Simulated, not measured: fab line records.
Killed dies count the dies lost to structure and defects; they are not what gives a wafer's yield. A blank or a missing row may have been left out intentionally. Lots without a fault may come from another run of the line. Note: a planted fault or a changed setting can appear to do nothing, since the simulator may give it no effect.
The tool behind it: which one? + flow nandHarc + 18 wafers from 6 lots sampled at 5 of the route's 1159 steps

== WHAT THE GAUGES READ, wafer by wafer ==
NHARC_END_SORT_01.
| lot  | measured     | on        | killedAtArray |
|------|--------------|-----------|---------------|
| L773 | day 24 15:09 | prober-02 | 672 676 675   |

== TOOL THAT RAN EACH LOT (tool first, then ch and the chambers of the sampled wafers, then the start) ==
| lot  | NHARC_A_CONTACT_DEP_28       | NHARC_A_CONTACT_ETCH_51                      | NHARC_A_CONTACT_ETCH_111           | NHARC_A_CONTACT_ETCH_120           |
|------|------------------------------|----------------------------------------------|------------------------------------|------------------------------------|
| L756 | aclDep-01 ch 0, day 16 21:59 | rieDiel-08 ch 0,1,2, day 17 03:53 or earlier | harCapEtch-01 ch 0,1, day 17 03:53 | harCapEtch-01 ch 0,1, day 17 04:49 |
| L757 | aclDep-01 ch 0, day 17 23:23 | rieDiel-01 ch 0,2,3, day 18 03:29 or earlier | harCapEtch-01 ch 0,1, day 18 03:29 | harCapEtch-01 ch 0,1, day 18 04:23 |
| L763 | aclDep-03 ch 0, day 19 15:17 | rieDiel-07 ch 0,1,3, day 19 19:42 or earlier | harCapEtch-01 ch 0,1, day 19 19:42 | harCapEtch-01 ch 0,1, day 19 20:38 |
| L770 | aclDep-03 ch 0, day 20 14:58 | rieDiel-07 ch 1,2,3, day 20 18:41 or earlier | harCapEtch-01 ch 0,1, day 20 18:41 | harCapEtch-01 ch 0,1, day 20 19:35 |
| L773 | aclDep-01 ch 0, day 21 16:25 | rieDiel-07 ch 0,2,3, day 21 20:40 or earlier | harCapEtch-02 ch 0,1, day 21 20:40 | harCapEtch-02 ch 0,1, day 21 21:35 |
| L776 | aclDep-03 ch 0, day 22 03:35 | rieDiel-07 ch 0,3, day 22 07:53 or earlier   | harCapEtch-01 ch 0, day 22 07:53   | harCapEtch-01 ch 0, day 22 08:47   |
- NHARC_A_CONTACT_DEP_28: deposits aC, target thk 3600 nm.
- NHARC_A_CONTACT_ETCH_51: etches the open film in O2/COS, target depth 3600 nm, time 936 s.
- NHARC_A_CONTACT_ETCH_111: etches the open film in C4F8/O2/Ar, time 140 s, target depth 700 nm.
- NHARC_A_CONTACT_ETCH_120: etches the open film in C4F8/O2/Ar, time 94 s, target depth 922 nm.

== THE ANSWER, worked out from the rows above alone ==
Rule: the usual values come from the lots themselves. Put in order of their means at a reading, lots are off if they are a third of the lots or fewer, leave a main group of 4 or more, and stand apart from it by a gap of 3 or more times the standard deviation of the main group's means; of several such gaps the widest counts. Not used: any main group whose means are identical at the precision the tables above print for the reading. A lot without any number at a reading at which 4 lots or more have one is off too. All remaining lots with rows at the step are treated as sound.
No lot is off on any of the readings shown, so nothing can be concluded from this.

== WHAT HAD BEEN PUT IN BY THE SIMULATOR ==
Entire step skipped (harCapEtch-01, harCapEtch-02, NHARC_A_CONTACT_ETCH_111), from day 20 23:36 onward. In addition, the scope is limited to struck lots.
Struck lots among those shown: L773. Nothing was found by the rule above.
